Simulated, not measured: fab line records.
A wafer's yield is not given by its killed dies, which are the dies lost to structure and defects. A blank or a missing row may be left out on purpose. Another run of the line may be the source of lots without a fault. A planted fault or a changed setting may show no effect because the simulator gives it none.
Which tool is to blame? + flow nand harc + route of 1159 steps, sampled at 1 step: 15 lots, 45 wafers

## WHAT EACH GAUGE READ, for each wafer
NHARC_A_M0_INSPECT_11. Usual: raw defect count at 31, with a standard deviation of 16.
| lot  | measured     | on                | raw defect count | flag |
|------|--------------|-------------------|------------------|------|
| L438 | day 18 00:26 | defect inspect-02 | 28 28 34         |      |
| L439 | day 18 01:00 | defect inspect-02 | 21 25 21         |      |
| L440 | day 18 12:31 | defect inspect-02 | 26 29 31         |      |
| L442 | day 18 12:41 | defect inspect-01 | 22 12 16         |      |
| L441 | day 18 21:58 | defect inspect-01 | 18 22 22         |      |
| L443 | day 19 07:11 | defect inspect-02 | 36 35 21         |      |
| L447 | day 20 00:13 | defect inspect-01 | 72 38 42         |      |
| L446 | day 20 00:41 | defect inspect-01 | 14 9 17          |      |
| L448 | day 20 04:59 | defect inspect-01 | 25 15 22         |      |
| L449 | day 20 08:17 | defect inspect-01 | 18 10 14         |      |
| L450 | day 20 11:50 | defect inspect-01 | 50 54 47         |      |
| L452 | day 20 20:10 | defect inspect-02 | 40 45 45         |      |
| L454 | day 21 13:29 | defect inspect-02 | 10 9 16          |      |
| L453 | day 21 13:53 | defect inspect-01 | 56 29 60         |      |
| L461 | day 23 03:45 | defect inspect-01 | 20 19 17         |      |

## WHAT TOOL EACH LOT RAN ON (gives the tool, then ch and the chambers of the sampled wafers, and finally the start)
There is no process step in the record ahead of these readings.

## AS READ BY THE TOOLS THEMSELVES (means over the sampled wafers that have a number; for cases with no such wafer, the mark the record gives instead)
The record holds no such reading with a usual standard deviation.

## THE ANSWER, worked out from the rows above alone
Rule: a lot counts as off when the mean over its wafers that have a number is more than 3 standard deviations away from the usual mean. Also off: a lot with no number at a reading for which 4 or more lots have one. The other lots that the step has rows for count as sound. First the gauges in route order, then the tools' own readings, where a lot's mean is used as printed above. At the first step where some lot is off, the reading lying furthest off is the one used; lots without a number count as furthest.
Nothing can be told from this: no lot is off at any reading shown.

## WHAT THE SIMULATOR PUT IN
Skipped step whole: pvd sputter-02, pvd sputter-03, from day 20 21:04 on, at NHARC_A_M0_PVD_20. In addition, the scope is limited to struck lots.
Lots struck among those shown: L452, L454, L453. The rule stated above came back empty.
